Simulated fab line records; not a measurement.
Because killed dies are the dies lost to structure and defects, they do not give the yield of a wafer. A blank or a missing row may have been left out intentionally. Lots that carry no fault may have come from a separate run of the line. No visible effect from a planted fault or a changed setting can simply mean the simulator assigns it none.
Lot-split experiment -- flow n5 finfet -- route with 1938 steps; 7 lots, 39 wafers read

== SPLIT DETAILS ==
At N5_BEOL_M5_ILD_DEP_00 (deposits SiCOH lowk from DEMS/porogen, target thk 140.64 nm, time 25.9 s), the setting target thk a was moved away from the recipe's 1406.4 angstrom on 15 of the 39 wafers read, by -32.9% to +33.0%. For the rest of the wafers, this setting stayed at what the recipe calls for.

== BETWEEN THE SPLIT AND THE READING: the file shows 1 step in between ==
- N5_BEOL_M5_CURE_79: cures SiCOH lowk, time 240 s

== THE READING ==
At N5_BEOL_M5_THK_MEAS_01: M5_ILD_THK, given in nm. Fault-free wafers of this fab line usually give 120.9 nm, standard deviation 1.5 nm.

wafer,"tool, chamber at the split","target thk a as run, angstrom",against the recipe,"M5_ILD_THK, nm",against lot-mates on the recipe
L074.1,"pecvd-02, 2,0",1406.4,recipe,119.9,-
L074.2,"pecvd-02, 2,0",1406.4,recipe,119.7,-
L074.3,"pecvd-02, 1",1406.4,recipe,119.2,-
L074.4,"pecvd-02, 2",1406.4,recipe,120.9,-
L074.5,"pecvd-02, 1",1406.4,recipe,121.2,-
L074.6,"pecvd-02, 0",1406.4,recipe,120.7,-
L078.1,"pecvd-03, 1",1406.4,recipe,121.3,-
L078.2,"pecvd-03, 2",1014,-27.9%,86.0,-36.2
L078.3,"pecvd-03, 0",1406.4,recipe,121.4,-
L078.4,"pecvd-03, 2",1014,-27.9%,88.0,-34.2
L078.5,"pecvd-03, 0",1014,-27.9%,89.4,-32.8
L078.6,"pecvd-03, 1",1406.4,recipe,123.8,-
L085.1,"pecvd-02, 0",1406.4,recipe,118.9,-
L085.2,"pecvd-02, 2",1406.4,recipe,118.5,-
L085.3,"pecvd-02, 1",1406.4,recipe,117.2,-
L085.4,"pecvd-02, 1",943.4,-32.9%,80.4,-37.8
L085.5,"pecvd-02, 2",943.4,-32.9%,82.1,-36.1
L085.6,"pecvd-02, 0",943.4,-32.9%,81.0,-37.2
L088.1,"pecvd-04, 1",1060,-24.6%,90.7,-29.1
L088.2,"pecvd-04, 0",1406.4,recipe,119.0,-
L088.3,"pecvd-04, 2",1406.4,recipe,120.0,-
L088.4,"pecvd-04, 0",1060,-24.6%,93.8,-26.0
L088.5,"pecvd-04, 1",1406.4,recipe,120.4,-
L088.6,"pecvd-04, 2",1060,-24.6%,91.2,-28.6
L086.2,"pecvd-03, 1",1406.4,recipe,120.6,-
L086.4,"pecvd-03, 2",1406.4,recipe,121.7,-
L086.6,"pecvd-03, 0",1406.4,recipe,122.5,-
L093.1,"pecvd-03, 1",1870,+33.0%,157.8,+37.3
L093.2,"pecvd-03, 0",1406.4,recipe,118.8,-
L093.3,"pecvd-03, 2",1870,+33.0%,158.2,+37.7
L093.4,"pecvd-03, 1",1870,+33.0%,162.2,+41.7
L093.5,"pecvd-03, 0",1406.4,recipe,121.7,-
L093.6,"pecvd-03, 2",1406.4,recipe,121.0,-
L096.1,"pecvd-03, 0",1110,-21.1%,95.3,-26.2
L096.2,"pecvd-03, 2",1406.4,recipe,121.5,-
L096.3,"pecvd-03, 1",1406.4,recipe,120.0,-
L096.4,"pecvd-03, 0",1406.4,recipe,123.1,-
L096.5,"pecvd-03, 2",1110,-21.1%,96.0,-25.5
L096.6,"pecvd-03, 1",1110,-21.1%,96.5,-25.0
Where a row lists several chambers, the file gives one row for several wafers and doesn't say which wafer went through which chamber.

THE FIT
A straight line over all 39 wafers: M5_ILD_THK changes by +1.18 nm for each +1% of target thk a; r = +1.00; the points scatter about the line by 1.5 nm.
The same after taking each lot's own level away (the mean of its wafers on the recipe; 39 wafers): +1.17 nm for each +1%; r = +1.00; scatter 1.3 nm.
According to that fit, moving target thk a by its largest amount changes the reading by 39 nm.
From 118.20 to 122.17 nm: that is the span of the lots' own levels, equal to 2.6 times the standard deviation above.
Consequently the slope shifts little with the lot-to-lot level, the two slopes agreeing.
Check: with one of the wafers moved furthest among these (+33.0%) left out of the fit, the line predicts +38.9 nm for it against its lot-mates. Against them it came out at +37.3 nm.

== OTHER SPLITS APPLIED TO THESE WAFERS ==
These wafers also went through other splits before the reading. Each is held against what the fit with the lots' levels taken away leaves over:
other split on the same wafers,wafers away from the commonest value,r with M5_ILD_THK (lot level and that fit taken away)
N5_ZERO_LAYER_PECVD_02 time s,18,+0.33
N5_FIN_SAQP_HM_DEP_72 target thk a,9,-0.02
N5_SDB_ALD_29 ald cycles,15,-0.19
N5_HKMG_FIN_ETCH_35 target depth a,12,+0.08
N5_BEOL_M3_PECVD_72 time s,9,+0.17

== THE WHOLE CHAIN: every reading that the file lists as answering this split, in the file's order ==
step,what it does,reading,change (the file's fit),r (the file's)
N5_BEOL_M5_ILD_DEP_00,"deposits SiCOH lowk from DEMS/porogen, target thk 140.64 nm, time 25.9 s","SiCOH_lowk_of_BEOL_M5_ILD_DEP_00.thk nm (the simulator's own value, which no gauge read)",+1.35 nm for each +1% of the setting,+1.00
N5_BEOL_M5_CURE_79,"cures SiCOH lowk, time 240 s","SiCOH_lowk_of_BEOL_M5_ILD_DEP_00.thk nm (the simulator's own value, which no gauge read)",+1.17 nm for each +1% of the setting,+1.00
N5_BEOL_M5_THK_MEAS_01,,M5_ILD_THK,+1.17 for each +1% of the setting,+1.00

== THE FILE'S OWN FIT ==
M5_ILD_THK changes by +1.17 nm for each +1% of target thk a, r = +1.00.
